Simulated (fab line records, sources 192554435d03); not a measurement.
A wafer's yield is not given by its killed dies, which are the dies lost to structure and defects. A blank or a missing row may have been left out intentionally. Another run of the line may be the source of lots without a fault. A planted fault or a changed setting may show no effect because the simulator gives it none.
Chamber matching    flow n5 finfet    4 sister chambers for N5_MOL_CONTACT_COAG_CMP_52 on cmp-01
The step polishes, stops on SiO2, t overpolish 1.5 s, target thk 66.5 nm. 16 wafers are shown with their chamber, then 8 later ones without.

== WAFERS WITH THEIR CHAMBER ==
wafer   chamber  motor current A (A)  time to endpoint s (s)  overpolish run s (s)
L074.2  3        12.2                 12.0                    1.500
L074.3  0        10.7                 11.3                    1.505
L074.4  2        11.4                 16.5                    1.488
L077.1  0        11.0                 13.2                    1.501
L077.4  2        11.1                 19.0                    1.507
L077.6  2        11.1                 18.2                    1.493
L080.1  2        11.4                 14.2                    1.492
L080.2  3        12.7                 12.0                    1.493
L080.4  0        11.3                 10.5                    1.497
L083.1  1        10.4                 13.9                    1.501
L083.2  3        12.7                 13.0                    1.500
L083.4  0        11.1                 11.5                    1.510
L088.1  2        11.1                 12.8                    1.483
L088.2  3        11.8                 8.8                     1.488
L088.5  1        11.2                 10.5                    1.505
L091.2  3        11.9                 10.1                    1.500

SIGNATURES (averages over the wafers above)
reading             chamber 0  chamber 1  chamber 2  chamber 3  scatter within a chamber
motor current A     11.025     10.800     11.220     12.260     0.335
time to endpoint s  11.625     12.200     16.140     11.180     2.01
overpolish run s    1.50325    1.50300    1.49260    1.49620    0.00673
Rule: distance of a wafer from a chamber = root of the sum over the readings of ((wafer's reading minus chamber's mean) / reading's scatter) squared. The wafer belongs to the nearest chamber; if the next one is less than 2 further off, it can't be placed. How the scatter is found: for the shown wafers, subtract from each reading the mean of its chamber, square and add these, divide the total by (wafers less chambers), then take the root.

== WAFERS WHOSE CHAMBER IS MISSING ==
wafer   motor current A (A)  time to endpoint s (s)  overpolish run s (s)
L091.3  11.2                 12.4                    1.507
L091.4  11.1                 8.9                     1.488
L092.1  11.3                 11.2                    1.489
L092.2  10.5                 12.1                    1.496
L092.5  12.5                 13.9                    1.493
L094.2  11.1                 10.7                    1.496
L094.5  11.6                 9.7                     1.499
L094.6  11.2                 10.9                    1.506

== CHAMBER TAKEN BY EACH ==
wafer   from the rows above                in truth
L091.3  can't be placed: 0 or 1 or 2       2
L091.4  can't be placed: 0 or 1 or 2 or 3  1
L092.1  can't be placed: 0 or 2 or 1 or 3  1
L092.2  can't be placed: 1 or 0 or 2       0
L092.5  3                                  3
L094.2  can't be placed: 0 or 1 or 2       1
L094.5  can't be placed: 0 or 3 or 1 or 2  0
L094.6  can't be placed: 0 or 1            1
Placed correctly: 1 of 8. Unplaceable from these rows: 7, with the true chamber sitting among the candidates in 7. 0 placed wrongly.
